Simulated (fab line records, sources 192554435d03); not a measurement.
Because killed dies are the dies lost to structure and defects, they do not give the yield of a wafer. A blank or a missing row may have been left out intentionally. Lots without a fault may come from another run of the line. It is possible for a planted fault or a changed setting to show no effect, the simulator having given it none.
Which of the tools did it?	flow n5 finfet	24 lots, 72 wafers sampled, at 3 steps of a route of 1938

WHAT EACH GAUGE READ, for each wafer
N5_BEOL_M3_THK_MEAS_01.
lot	measured	on	M3_ILD_THK (nm)
L074	day 6 18:29	film metro-02	77.7 77.9 79.1
L075	day 7 06:12	film metro-02	77.1 78.1 77.9
L077	day 7 09:49	film metro-01	77.2 78.9 79.9
L076	day 7 13:01	film metro-02	77.5 78.4 79.6
L078	day 8 04:32	film metro-01	77.5 78.9 79.4
L079	day 8 07:16	film metro-02	79.0 80.4 80.0
L081	day 8 22:17	film metro-02	78.3 79.3 79.2
L082	day 9 04:46	film metro-01	78.3 78.8 78.4
L080	day 9 04:59	film metro-01	79.9 78.9 78.9
L083	day 9 11:20	film metro-01	77.7 79.0 79.1
L084	day 9 14:05	film metro-02	77.8 78.3 78.9
L085	day 9 15:34	film metro-01	78.2 79.5 78.8
L086	day 9 19:50	film metro-02	78.3 78.0 79.0
L087	day 10 02:39	film metro-02	78.8 77.1 79.4
L088	day 10 06:49	film metro-01	77.9 78.7 80.1
L089	day 10 13:46	film metro-01	78.8 78.7 78.6
L090	day 11 01:08	film metro-02	78.5 77.2 77.4
L092	day 11 07:42	film metro-01	78.6 78.1 77.9
L091	day 11 16:25	film metro-01	77.6 78.3 78.5
L093	day 11 17:59	film metro-01	76.8 77.9 76.6
L094	day 12 02:46	film metro-01	78.4 79.7 79.2
L095	day 12 16:46	film metro-02	78.6 78.3 79.8
L096	day 12 18:58	film metro-01	78.5 79.3 78.1
L097	day 13 04:13	film metro-01	76.2 76.3 76.3

WHAT TOOL EACH LOT RAN ON (gives the tool, then ch and the chambers of the sampled wafers, and finally the start)
lot	N5_BEOL_M2_ANNEAL_89	N5_BEOL_M2_SPUTTER_96
L074	pvd sputter-03, day 6 16:30	pvd sputter-03, day 6 17:18
L075	pvd sputter-02, day 7 04:13	pvd sputter-02, day 7 05:01
L077	pvd sputter-03, day 7 07:50	pvd sputter-03, day 7 08:38
L076	pvd sputter-03, day 7 11:02	pvd sputter-03, day 7 11:50
L078	pvd sputter-03, day 8 02:32	pvd sputter-03, day 8 03:20
L079	pvd sputter-01, day 8 05:13	pvd sputter-01, day 8 06:01
L081	pvd sputter-02, day 8 20:18	pvd sputter-02, day 8 21:06
L082	pvd sputter-01, day 9 02:37	pvd sputter-01, day 9 03:25
L080	pvd sputter-02, day 9 02:44	pvd sputter-02, day 9 03:32
L083	pvd sputter-02, day 9 09:07	pvd sputter-02, day 9 09:55
L084	pvd sputter-03, day 9 12:02	pvd sputter-03, day 9 12:50
L085	pvd sputter-01, day 9 13:35	pvd sputter-01, day 9 14:23
L086	pvd sputter-02, day 9 17:49	pvd sputter-02, day 9 18:37
L087	pvd sputter-03, day 10 00:36	pvd sputter-03, day 10 01:24
L088	pvd sputter-01, day 10 04:50	pvd sputter-01, day 10 05:38
L089	pvd sputter-02, day 10 11:44	pvd sputter-02, day 10 12:32
L090	pvd sputter-01, day 10 23:09	pvd sputter-01, day 10 23:57
L092	pvd sputter-01, day 11 05:27	pvd sputter-01, day 11 06:15
L091	pvd sputter-03, day 11 14:26	pvd sputter-03, day 11 15:14
L093	pvd sputter-02, day 11 15:57	pvd sputter-02, day 11 16:45
L094	pvd sputter-01, day 12 00:46	pvd sputter-01, day 12 01:34
L095	pvd sputter-03, day 12 14:44	pvd sputter-03, day 12 15:32
L096	pvd sputter-03, day 12 16:50	pvd sputter-03, day 12 17:38
L097	pvd sputter-02, day 13 02:14	pvd sputter-02, day 13 03:02
- N5_BEOL_M2_ANNEAL_89: time 240 s.
- N5_BEOL_M2_SPUTTER_96: material Cu, target thk 4.5 nm, time 8.29 s.

WHAT THE TOOLS THEMSELVES READ (means of the sampled wafers that have a number; where no wafer has one, the mark that the record gives instead)
N5_BEOL_M2_ANNEAL_89.
lot	tool	heater power w (W)	susceptor temp C (C)
L074	pvd sputter-03	817	400.21
L075	pvd sputter-02	827	400.12
L077	pvd sputter-03	955	399.89
L076	pvd sputter-03	983	400.10
L078	pvd sputter-03	989	399.86
L079	pvd sputter-01	693	400.02
L081	pvd sputter-02	762	400.06
L082	pvd sputter-01	721	399.80
L080	pvd sputter-02	924	400.04
L083	pvd sputter-02	833	400.01
L084	pvd sputter-03	831	400.00
L085	pvd sputter-01	768	400.06
L086	pvd sputter-02	841	399.97
L087	pvd sputter-03	936	400.11
L088	pvd sputter-01	737	400.00
L089	pvd sputter-02	923	399.71
L090	pvd sputter-01	730	400.12
L092	pvd sputter-01	744	399.83
L091	pvd sputter-03	837	400.10
L093	pvd sputter-02	903	400.17
L094	pvd sputter-01	714	399.94
L095	pvd sputter-03	780	400.03
L096	pvd sputter-03	930	400.10
L097	pvd sputter-02	832	400.05

N5_BEOL_M2_SPUTTER_96.
lot	tool	susceptor temp C (C)	throttle valve pct (%)
L074	pvd sputter-03	-20.02	29.8
L075	pvd sputter-02	-19.97	30.9
L077	pvd sputter-03	-19.96	29.8
L076	pvd sputter-03	-19.91	31.0
L078	pvd sputter-03	-20.04	30.8
L079	pvd sputter-01	-19.99	29.5
L081	pvd sputter-02	-19.95	31.4
L082	pvd sputter-01	-20.03	30.3
L080	pvd sputter-02	-19.89	30.2
L083	pvd sputter-02	-20.01	30.9
L084	pvd sputter-03	-20.02	30.4
L085	pvd sputter-01	-20.05	31.0
L086	pvd sputter-02	-20.08	30.8
L087	pvd sputter-03	-19.95	30.4
L088	pvd sputter-01	-19.89	29.8
L089	pvd sputter-02	-20.05	30.2
L090	pvd sputter-01	-20.11	29.8
L092	pvd sputter-01	-19.96	30.1
L091	pvd sputter-03	-19.99	29.8
L093	pvd sputter-02	-20.02	30.1
L094	pvd sputter-01	-19.90	29.8
L095	pvd sputter-03	-20.04	30.0
L096	pvd sputter-03	-20.08	29.7
L097	pvd sputter-02	-19.95	30.8

THE ANSWER, worked out from the rows above alone
Rule: usual is defined by the lots themselves. Put in order of their means at a reading, lots are off if they are a third of the lots or fewer, leave a main group of 4 or more, and stand apart from it by a gap of 3 or more times the standard deviation of the main group's means; of several such gaps the widest counts. The tables above print the reading to a certain number of digits; a main group whose means all agree to those digits is not used. Also off: a lot with no number at a reading for which 4 or more lots have one. Where the step has rows for the other lots, those lots are counted as sound. Order of review: gauges by route order, followed by the tools' own readings, for which a lot's mean as printed above is used. At the first step where some lot is off, the reading lying furthest off is the one used; lots without a number count as furthest.
Nothing can be told from this: no lot is off at any reading shown.

WHAT THE SIMULATOR HAD PUT IN
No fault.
